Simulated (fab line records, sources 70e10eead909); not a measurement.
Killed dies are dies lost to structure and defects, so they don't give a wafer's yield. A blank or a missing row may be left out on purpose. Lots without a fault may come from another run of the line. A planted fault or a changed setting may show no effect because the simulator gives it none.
Chamber matching | flow nand_harc | NHARC_A_STAIRCASE_CMP_472 on cmp-01: 4 sister chambers
The step polishes SiO2. 14 wafers are shown with their chamber, then 7 later ones without.

WAFERS WITH THEIR CHAMBER
wafer  | chamber | motor_current_A (A) | retaining_ring_pressure_frac
L080.2 | 2       | 11.7                | 1.004
L080.3 | 1       | 12.4                | 0.995
L080.6 | 0       | 13.0                | 0.999
L082.1 | 2       | 11.3                | 0.999
L082.5 | 3       | 11.0                | 0.985
L082.6 | 0       | 13.7                | 1.009
L088.2 | 3       | 11.0                | 1.000
L088.4 | 2       | 11.5                | 0.999
L088.5 | 2       | 11.9                | 1.001
L090.1 | 1       | 12.3                | 1.003
L090.3 | 2       | 11.0                | 0.994
L090.5 | 2       | 12.1                | 0.993
L091.4 | 0       | 13.6                | 1.001
L091.5 | 3       | 10.8                | 1.000

SIGNATURES (means of the wafers above)
reading                      | chamber 0 | chamber 1 | chamber 2 | chamber 3 | scatter within a chamber
motor_current_A              | 13.433    | 12.350    | 11.583    | 10.933    | 0.336
retaining_ring_pressure_frac | 1.00300   | 0.99900   | 0.99833   | 0.99500   | 0.0057
Rule: a wafer's distance from a chamber is the root of the sum, over the readings, of the square of ((its reading less the chamber's mean) divided by the reading's scatter). The wafer belongs to the nearest chamber; if the next one is less than 2 further off, it can't be placed. The scatter: the root of (the sum of the squares of (reading less its chamber's mean) over the shown wafers, divided by (wafers less chambers)).

WAFERS WITHOUT THEIR CHAMBER
wafer  | motor_current_A (A) | retaining_ring_pressure_frac
L091.6 | 13.0                | 1.004
L095.1 | 11.2                | 0.997
L095.2 | 12.7                | 0.999
L095.3 | 11.2                | 0.999
L096.2 | 13.6                | 1.003
L096.5 | 11.5                | 0.994
L096.6 | 11.9                | 1.002

WHICH CHAMBER EACH WENT THROUGH
wafer  | from the rows above          | in truth
L091.6 | can't be placed: 0 or 1      | 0
L095.1 | can't be placed: 3 or 2      | 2
L095.2 | can't be placed: 1 or 0      | 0
L095.3 | can't be placed: 3 or 2      | 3
L096.2 | 0                            | 0
L096.5 | can't be placed: 2 or 3 or 1 | 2
L096.6 | can't be placed: 2 or 1 or 3 | 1
Placed correctly: 1 of 7. Can't be placed from these rows: 6 (the true chamber is among the candidates in 6). Placed wrongly: 0.
